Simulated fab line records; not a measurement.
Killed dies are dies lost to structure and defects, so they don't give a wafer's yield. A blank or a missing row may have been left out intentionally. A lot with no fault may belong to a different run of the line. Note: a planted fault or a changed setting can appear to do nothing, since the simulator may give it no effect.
Which tool did it? | flow n5-finfet | 27 wafers from 9 lots sampled at 5 of the route's 1938 steps

WHAT EACH GAUGE READ, for each wafer
N5_BEOL_M4_CD_MEAS_28: target cd 26.2 nm, target cd y 24.1 nm. Usual: cd-nm 26.19 nm, standard deviation 0.25.
lot  | measured     | on        | cd-nm (nm)        | flag
L262 | day 8 13:32  | cd-sem-01 | 26.00 26.54 26.08 |
L264 | day 8 17:29  | cd-sem-02 | 26.73 25.75 26.28 |
L265 | day 9 09:59  | cd-sem-02 | 26.09 26.03 26.16 |
L266 | day 9 11:34  | cd-sem-01 | 25.98 26.32 25.70 |
L273 | day 11 04:57 | cd-sem-03 | 25.92 25.96 26.11 |
L278 | day 12 13:32 | cd-sem-03 | 26.42 26.26 26.64 |
L280 | day 12 22:34 | cd-sem-02 | 26.29 26.41 25.95 |
L281 | day 13 04:31 | cd-sem-01 | 26.29 26.04 26.20 |
L282 | day 13 12:27 | cd-sem-03 | 26.31 26.50 26.03 |

N5_BEOL_M4_RC_MEAS_101. Usual: DIBL_N 36.3 mV/V, standard deviation 1.4; DIBL_P 35.7 mV/V, standard deviation 1.5; IOFF_N 0.155 nA/um, standard deviation 0.022; IOFF_P 0.204 nA/um, standard deviation 0.027; ION_N 671 uA/um, standard deviation 9; ION_P 459 uA/um, standard deviation 6.2; SS_N 71.5 mV/dec, standard deviation 0.54; SS_P 73.1 mV/dec, standard deviation 0.56; VT_N 250.2 mV, standard deviation 2.6; VT_P -251 mV, standard deviation 3.3.
lot  | measured     | on        | DIBL_N (mV/V)  | DIBL_P (mV/V)  | IOFF_N (nA/um)    | IOFF_P (nA/um)    | ION_N (uA/um) | ION_P (uA/um) | SS_N (mV/dec)  | SS_P (mV/dec)  | VT_N (mV)         | VT_P (mV)      | flag
L262 | day 8 21:08  | prober-02 | 35.0 36.4 38.2 | 34.9 36.8 38.8 | 0.137 0.176 0.212 | 0.171 0.195 0.222 | 663 682 686   | 453 464 456   | 70.7 71.5 71.1 | 72.3 73.4 73.6 | 250.8 245.6 243.2 | -255 -254 -252 |
L264 | day 9 00:10  | prober-01 | 37.8 35.7 36.8 | 37.2 35.6 37.0 | 0.193 0.148 0.185 | 0.243 0.210 0.239 | 674 670 691   | 465 464 470   | 71.1 70.6 71.4 | 74.0 73.3 73.5 | 246.9 250.1 247.2 | -246 -248 -246 |
L265 | day 9 17:58  | prober-01 | 39.1 38.6 38.9 | 38.6 37.1 37.1 | 0.197 0.182 0.195 | 0.257 0.242 0.238 | 682 665 678   | 466 454 458   | 72.3 71.6 73.4 | 73.6 74.0 73.4 | 247.3 248.6 250.4 | -245 -246 -249 |
L266 | day 9 20:37  | prober-01 | 35.3 36.1 36.7 | 35.5 35.9 35.6 | 0.133 0.149 0.151 | 0.177 0.185 0.174 | 677 661 668   | 462 451 447   | 70.9 71.3 71.6 | 72.4 73.4 72.5 | 253.2 251.9 252.9 | -255 -255 -258 |
L273 | day 11 13:34 | prober-01 | 36.8 36.0 35.6 | 34.0 33.6 33.8 | 0.151 0.138 0.136 | 0.169 0.161 0.166 | 666 667 671   | 454 451 457   | 71.4 71.5 71.4 | 72.9 72.5 73.1 | 248.8 253.7 252.2 | -257 -254 -256 |
L278 | day 12 20:58 | prober-02 | 36.2 36.3 35.9 | 36.8 36.8 36.0 | 0.153 0.158 0.143 | 0.207 0.213 0.194 | 675 671 663   | 466 460 457   | 71.5 71.3 71.1 | 72.7 73.0 72.4 | 250.7 251.5 253.7 | -250 -249 -251 |
L280 | day 13 06:14 | prober-02 | 37.1 36.2 37.1 | 36.6 35.7 37.5 | 0.183 0.157 0.176 | 0.232 0.210 0.248 | 679 667 677   | 465 458 468   | 71.5 71.2 71.0 | 72.9 72.2 73.3 | 246.5 250.3 246.7 | -248 -249 -245 |
L281 | day 13 14:47 | prober-01 | 33.6 36.1 33.8 | 33.7 36.6 33.5 | 0.105 0.139 0.106 | 0.161 0.207 0.159 | 653 663 644   | 456 461 452   | 71.3 71.6 70.9 | 72.2 73.2 72.9 | 254.8 251.6 255.0 | -251 -251 -254 |
L282 | day 13 19:38 | prober-01 | 35.3 37.3 35.1 | 34.7 35.9 34.5 | 0.137 0.166 0.135 | 0.179 0.192 0.178 | 669 671 668   | 460 452 457   | 71.7 71.9 71.5 | 72.8 72.1 72.3 | 250.5 249.3 253.9 | -255 -252 -253 |

WHICH TOOL RAN EACH LOT (tool, then ch and the chambers of the sampled wafers, then the start)
lot  | N5_BEOL_M4_DESCUM_33               | N5_BEOL_M4_ETCH_77                 | N5_BEOL_M4_ETCH_69
L262 | rie-diel-05 ch 1,2,3, day 8 13:39  | rie-diel-05 ch 1,2,3, day 8 13:41  | rie-diel-05 ch 1,2,3, day 8 13:42
L264 | rie-diel-01 ch 2,3, day 8 17:36    | rie-diel-01 ch 2,3, day 8 17:38    | rie-diel-01 ch 2,3, day 8 17:40
L265 | rie-diel-01 ch 1,2,3, day 9 10:17  | rie-diel-01 ch 1,2,3, day 9 10:19  | rie-diel-01 ch 1,2,3, day 9 10:20
L266 | rie-diel-01 ch 0,3, day 9 11:41    | rie-diel-01 ch 0,3, day 9 11:44    | rie-diel-01 ch 0,3, day 9 11:44
L273 | rie-diel-05 ch 1,2, day 11 05:04   | rie-diel-05 ch 1,2, day 11 05:06   | rie-diel-05 ch 1,2, day 11 05:07
L278 | rie-diel-05 ch 1,2,3, day 12 13:39 | rie-diel-05 ch 1,2,3, day 12 13:41 | rie-diel-05 ch 1,2,3, day 12 13:42
L280 | rie-diel-03 ch 0,2, day 12 22:41   | rie-diel-03 ch 0,2, day 12 22:43   | rie-diel-03 ch 0,2, day 12 22:44
L281 | rie-diel-05 ch 2,3, day 13 04:48   | rie-diel-05 ch 2,3, day 13 04:50   | rie-diel-05 ch 2,3, day 13 04:51
L282 | rie-diel-05 ch 1,2, day 13 12:34   | rie-diel-05 ch 1,2, day 13 12:36   | rie-diel-05 ch 1,2, day 13 12:37
- N5_BEOL_M4_DESCUM_33: chemistry O2, time 7 s.
- N5_BEOL_M4_ETCH_77: etches underlayer in N2/H2, target depth 6.5 nm, time 5.2 s.
- N5_BEOL_M4_ETCH_69: etches SiARC in CF4, target depth 15.6 nm, time 26 s.

AS READ BY THE TOOLS THEMSELVES (means over the sampled wafers that have a number; for cases with no such wafer, the mark the record gives instead)
N5_BEOL_M4_DESCUM_33. Usual: drypump-motor-current-A 5.8 A, standard deviation 0.47; o2-flow-sccm 225.0 sccm, standard deviation 0.65; oes-product-au 0.79 a.u., standard deviation 0.093; rf-vpp-V 243.3 V, standard deviation 1.4; showerhead-plenum-p-Torr 2.10 Torr, standard deviation 0.078; throttle-valve-pct 20.30 %, standard deviation 0.25.
lot  | tool        | drypump-motor-current-A (A) | o2-flow-sccm (sccm) | oes-product-au (a.u.) | rf-vpp-V (V) | showerhead-plenum-p-Torr (Torr) | throttle-valve-pct (%) | flag
L262 | rie-diel-05 | 6.0                         | 224.8               | 0.71                  | 242.3        | 2.07                            | 20.53                  |
L264 | rie-diel-01 | 5.3                         | 225.6               | 0.81                  | 244.4        | 2.21                            | 20.17                  |
L265 | rie-diel-01 | 5.5                         | 225.1               | 0.78                  | 243.8        | 2.14                            | 20.19                  |
L266 | rie-diel-01 | 5.2                         | 224.4               | 0.85                  | 244.3        | 2.18                            | 19.98                  |
L273 | rie-diel-05 | 6.2                         | 225.7               | 0.86                  | 243.0        | 2.06                            | 20.31                  |
L278 | rie-diel-05 | 6.0                         | 225.4               | 0.76                  | 243.1        | 2.06                            | 20.46                  |
L280 | rie-diel-03 | 6.4                         | 225.3               | 0.79                  | 243.1        | 2.07                            | 20.51                  |
L281 | rie-diel-05 | 5.7                         | 224.9               | 0.69                  | 242.5        | 2.06                            | 20.61                  |
L282 | rie-diel-05 | 6.3                         | 224.8               | 0.75                  | 242.1        | 2.05                            | 20.48                  |

N5_BEOL_M4_ETCH_77. Usual: drypump-motor-current-A 5.8 A, standard deviation 0.47; etch-rf-on-time-s 5.25 s, standard deviation 0.094; oes-product-au 0.67 a.u., standard deviation 0.081; rf-vpp-V 524.1 V, standard deviation 3; showerhead-plenum-p-Torr 2.55 Torr, standard deviation 0.094; throttle-valve-pct 17.75 %, standard deviation 0.27.
lot  | tool        | drypump-motor-current-A (A) | etch-rf-on-time-s (s) | oes-product-au (a.u.) | rf-vpp-V (V) | showerhead-plenum-p-Torr (Torr) | throttle-valve-pct (%) | flag
L262 | rie-diel-05 | 6.0                         | 5.32                  | 0.59                  | 522.5        | 2.52                            | 18.02                  |
L264 | rie-diel-01 | 5.3                         | 5.26                  | 0.69                  | 527.4        | 2.69                            | 17.65                  |
L265 | rie-diel-01 | 5.5                         | 5.27                  | 0.65                  | 523.9        | 2.60                            | 17.66                  |
L266 | rie-diel-01 | 5.2                         | 5.24                  | 0.72                  | 527.3        | 2.66                            | 17.52                  |
L273 | rie-diel-05 | 6.2                         | 5.21                  | 0.73                  | 522.5        | 2.50                            | 17.79                  |
L278 | rie-diel-05 | 6.0                         | 5.27                  | 0.65                  | 523.0        | 2.51                            | 17.95                  |
L280 | rie-diel-03 | 6.4                         | 5.21                  | 0.67                  | 525.6        | 2.52                            | 17.88                  |
L281 | rie-diel-05 | 5.7                         | 5.36                  | 0.58                  | 522.6        | 2.52                            | 18.11                  |
L282 | rie-diel-05 | 6.2                         | 5.23                  | 0.64                  | 521.6        | 2.50                            | 17.97                  |

N5_BEOL_M4_ETCH_69. Usual: drypump-motor-current-A 5.8 A, standard deviation 0.47; etch-rf-on-time-s 26.3 s, standard deviation 0.4; oes-product-au 0.67 a.u., standard deviation 0.082; rf-vpp-V 184.1 V, standard deviation 1.2; showerhead-plenum-p-Torr 2.15 Torr, standard deviation 0.074; throttle-valve-pct 15.52 %, standard deviation 0.26.
lot  | tool        | drypump-motor-current-A (A) | etch-rf-on-time-s (s) | oes-product-au (a.u.) | rf-vpp-V (V) | showerhead-plenum-p-Torr (Torr) | throttle-valve-pct (%) | flag
L262 | rie-diel-05 | 5.9                         | 26.4                  | 0.60                  | 183.5        | 2.12                            | 15.79                  |
L264 | rie-diel-01 | 5.3                         | 26.2                  | 0.69                  | 185.1        | 2.26                            | 15.33                  |
L265 | rie-diel-01 | 5.5                         | 26.2                  | 0.66                  | 184.7        | 2.18                            | 15.42                  |
L266 | rie-diel-01 | 5.2                         | 27.9                  | 0.70                  | 184.4        | 2.23                            | 15.21                  | OFF
L273 | rie-diel-05 | 6.2                         | 26.0                  | 0.73                  | 183.9        | 2.11                            | 15.50                  |
L278 | rie-diel-05 | 5.9                         | 26.5                  | 0.64                  | 183.5        | 2.11                            | 15.69                  |
L280 | rie-diel-03 | 6.4                         | 26.0                  | 0.68                  | 183.9        | 2.13                            | 15.70                  |
L281 | rie-diel-05 | 5.7                         | 26.7                  | 0.59                  | 183.9        | 2.12                            | 15.87                  |
L282 | rie-diel-05 | 6.2                         | 26.3                  | 0.64                  | 184.0        | 2.11                            | 15.72                  |

THE ANSWER, worked out from the rows above alone
Rule: lot off if the mean of its wafers having a number is beyond 3 standard deviations from the usual mean. Also off: a lot with no number at a reading for which 4 or more lots have one. The other lots that the step has rows for count as sound. The gauges are gone through in route order, then the tools' own readings, and for those a lot's mean is taken as printed above. At the first step where some lot is off, the reading lying furthest off is the one used; lots without a number count as furthest.
Off: L266, at N5_BEOL_M4_ETCH_69 (etch-rf-on-time-s).
A tool fits if, at that step or a process step before it, it ran every lot that is off, and no sound lot after the first of them. One candidate fits, namely rie-diel-01 at N5_BEOL_M4_DESCUM_33 and N5_BEOL_M4_ETCH_77 and N5_BEOL_M4_ETCH_69. At N5_BEOL_M4_DESCUM_33 its last sound lot is L265 (day 9 10:17), its first lot that is off L266 (day 9 11:41): a fault that began between those two fits.

WHAT THE SIMULATOR HAD INSERTED
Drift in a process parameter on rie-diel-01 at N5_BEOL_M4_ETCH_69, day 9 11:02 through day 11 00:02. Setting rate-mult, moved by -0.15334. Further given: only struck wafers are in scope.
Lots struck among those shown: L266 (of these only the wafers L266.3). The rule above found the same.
